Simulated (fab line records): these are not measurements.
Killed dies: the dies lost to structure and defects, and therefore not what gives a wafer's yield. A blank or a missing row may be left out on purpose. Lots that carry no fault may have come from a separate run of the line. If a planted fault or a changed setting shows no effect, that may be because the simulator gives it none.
Split-lot trial ; flow n5-finfet ; 21 wafers read from 7 lots, route of 1938 steps

== SPLIT DETAILS ==
At N5_BEOL_M6_TRENCH_ETCH_37 (etches SiCOH lowk in C4F6/O2, target depth 94.435 nm, time 31.5 s), the setting bias-w was moved away from the recipe's 185 W on 7 of the 21 wafers read, by -14.7% to +9.0%. For the rest of the wafers, this setting stayed at what the recipe calls for.

The split's own step is where the reading is taken.

== THE READING ==
rf-vpp-V, in V, at N5_BEOL_M6_TRENCH_ETCH_37 (etches SiCOH lowk in C4F6/O2, target depth 94.435 nm, time 31.5 s). Typical for fault-free wafers on this fab line: 667 V, with standard deviation 12 V.

wafer;tool, chamber at the split;bias-w as run, W;against the recipe;rf-vpp-V, V;against lot-mates on the recipe
L080.2;rie-diel-03, 3;172.1;-7.0%;632;-42
L080.4;rie-diel-03, 2;185;recipe;662;-
L080.6;rie-diel-03, 1;185;recipe;687;-
L082.1;rie-diel-06, 2;185;recipe;654;-
L082.2;rie-diel-06, 3;185;recipe;664;-
L082.3;rie-diel-06, 1;201.7;+9.0%;707;+48
L083.1;rie-diel-05, 3;185;recipe;677;-
L083.2;rie-diel-05, 1;185;recipe;663;-
L083.5;rie-diel-05, 3;185;recipe;676;-
L086.1;rie-diel-06, 0;185;recipe;682;-
L086.3;rie-diel-06, 1;185;recipe;660;-
L086.6;rie-diel-06, 2;185;recipe;656;-
L091.2;rie-diel-03, 3;185;recipe;671;-
L091.4;rie-diel-03, 2;185;recipe;661;-
L091.6;rie-diel-03, 0;185;recipe;659;-
L090.2;rie-diel-03, 3;157.8;-14.7%;590;-71
L090.4;rie-diel-03, 2;157.8;-14.7%;583;-78
L090.6;rie-diel-03, 0;185;recipe;661;-
L094.3;rie-diel-03, 0;173.2;-6.4%;630;no lot-mate on the recipe
L094.5;rie-diel-03, 2;173.2;-6.4%;629;no lot-mate on the recipe
L094.6;rie-diel-03, 1;173.2;-6.4%;652;no lot-mate on the recipe

THE FIT
A straight line over all 21 wafers: rf-vpp-V changes by +5.14 V for each +1% of bias-w; r = +0.95; the points scatter about the line by 9.8 V.
The same after taking each lot's own level away (the mean of its wafers on the recipe; 18 wafers): +5.19 V for each +1%; r = +0.97; scatter 8 V.
The reading moves by 76 V for the largest change in bias-w, on that fit.
From 659.0 to 674.5 V: that is the span of the lots' own levels, equal to 1.3 times the standard deviation above.
Hence the lot-to-lot level has little effect on the slope; both slopes agree.
Check: -79.8 V against its lot-mates is what the line predicts for one of the wafers moved furthest among these (-14.7%) when that wafer is left out of the fit. Against them it came out at -71 V.
Tool readings at the split's step, against how far the setting was moved: rf-vpp-V r = +0.95.

== FURTHER SPLITS ON THESE WAFERS ==
Other splits were also applied to these wafers ahead of the reading. Each is held against what the fit with the lots' levels taken away leaves over:
other split on the same wafers;wafers away from the commonest value;r with rf-vpp-V (lot level and that fit taken away)
N5_BEOL_M2_TRENCH_ETCH_37 time-s;8;+0.03
N5_BEOL_M3_EXPOSE_25 dose-mj;7;-0.07
N5_BEOL_M4_ETCH_70 time-s;6;+0.58
N5_BEOL_M5_COAT_05 spin-rpm;6;+0.12
N5_BEOL_M5_ETCH_72 bias-w;8;-0.04
N5_BEOL_M6_HM_DEP_02 target-thk-a;5;+0.00

== THE FILE'S OWN FIT ==
rf-vpp-V changes by +5.27 V for each +1% of bias-w, r = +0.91.
